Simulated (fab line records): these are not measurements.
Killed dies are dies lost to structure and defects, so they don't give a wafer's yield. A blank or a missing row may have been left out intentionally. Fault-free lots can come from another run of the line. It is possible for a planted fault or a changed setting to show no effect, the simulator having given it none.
2 desks looking at one fault -- flow n5_finfet -- what lay behind the numbers comes last; until then each desk has only its own

## TOOL OWNER'S DESK, pvd_sputter-03
The tool's own readings at N5_BEOL_M6_HM_DEP_02 (deposits TiN, target thk 20 nm): means of the sampled wafers that have a number, for each lot that ran on this tool. Any lot whose mean is over 4 standard deviations away from the usual mean is out of limits and marked OUT; that distance is given in the brackets.
Columns: A = throttle_valve_pct at N5_BEOL_M6_HM_DEP_02, usual 30.2 %
lot,first seen here,A
L742,day 12 21:31,30.8
L741,day 13 08:49,29.8
Result from this desk: across the 2 lots, nothing is out of limits.

## AT THE METROLOGY DESK
What the gauges read, lot by lot, whatever tool the lot ran on: means of the sampled wafers that have a number. Any lot whose mean is over 4 standard deviations away from the usual mean is out of limits and marked OUT; that distance is given in the brackets. Only the readings that lie furthest out on some lot appear, 7 of the 13 it has.
Columns: A = IOFF_N at N5_BEOL_M4_RC_MEAS_101, usual 0.16 nA/um; B = ION_N at N5_BEOL_M4_RC_MEAS_101, usual 672 uA/um; C = SS_N at N5_BEOL_M4_RC_MEAS_101, usual 71.4 mV/dec; D = SS_P at N5_BEOL_M4_RC_MEAS_101, usual 73.2 mV/dec; E = VT_N at N5_BEOL_M4_RC_MEAS_101, usual 250 mV; F = V5_OVL at N5_BEOL_M6_OVL_MEAS_29, usual 0.0 nm; G = cd_nm at N5_BEOL_M6_CD_MEAS_35, usual 39.8 nm
lot,first seen here,A,B,C,D,E,F,G
L728,day 8 07:29,0.14,670,70.9,72.9,250,0.2,39.7
L729,day 8 11:39,0.16,672,71.7,73.6,249,0.4,39.4
L730,day 8 13:38,0.17,681,71.7,73.5,247,-0.0,40.8
L742,day 12 06:14,0.22,688,72.3,74.3,244,-1.1,39.4
L744,day 12 09:08,0.13,669,71.6,73.0,253,0.1,40.0
L741,day 12 14:43,0.15,672,71.5,73.0,250,0.5,40.1
L746,day 14 05:20,0.15,673,71.7,73.2,250,0.1,39.1
L749,day 14 11:01,0.13,670,70.5,72.3,254,0.2,40.0
Result from this desk: across the 8 lots, nothing is out of limits.

## TAKEN TOGETHER
Nothing out of limits was seen by the tool owner's desk.
The metrology desk saw nothing out of limits.

## WHAT THE SIMULATOR HAD INSERTED
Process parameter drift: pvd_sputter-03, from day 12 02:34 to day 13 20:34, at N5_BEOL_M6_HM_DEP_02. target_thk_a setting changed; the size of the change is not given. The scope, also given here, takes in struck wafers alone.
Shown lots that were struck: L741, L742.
